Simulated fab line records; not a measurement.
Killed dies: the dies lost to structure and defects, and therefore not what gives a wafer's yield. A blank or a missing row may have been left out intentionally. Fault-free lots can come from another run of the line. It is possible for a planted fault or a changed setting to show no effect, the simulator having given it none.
Chamber matching    flow n5 finfet    4 sister chambers for N5_BEOL_M1_STRIP_66 on rie diel-06
The step strips in CF4. 4 wafers are shown with their chamber, then 9 later ones without.

WAFERS WITH THEIR CHAMBER
wafer   chamber  drypump motor current A (A)
L085.6  2        6.7
L092.1  1        5.8
L092.2  3        5.5
L092.3  0        6.4

WAFERS WITH NO CHAMBER GIVEN
wafer   drypump motor current A (A)
L093.1  5.5
L093.2  6.7
L093.4  5.8
L096.2  5.8
L096.3  6.4
L096.5  5.6
L097.2  5.5
L097.4  6.7
L097.6  5.6

EACH ONE'S CHAMBER
wafer   from the rows above  in truth
L093.1  3                    3
L093.2  2                    2
L093.4  1                    1
L096.2  1                    1
L096.3  0                    0
L096.5  3                    3
L097.2  3                    3
L097.4  2                    2
L097.6  3                    3
Placed correctly: 9 of 9. From these rows, 0 cannot be placed. Number placed wrongly: 0.
How it was worked out, from the rows above alone: a wafer's distance from a chamber is the root of the sum, over the readings, of the square of ((its reading less the chamber's mean) divided by the reading's scatter). The wafer belongs to the nearest chamber; if the next one is less than 2 further off, it can't be placed. Each chamber's mean is taken over the wafers shown for it. The scatter: with one shown wafer a chamber, the root of the mean of the squares of how far each hidden wafer lies from its nearest shown one.
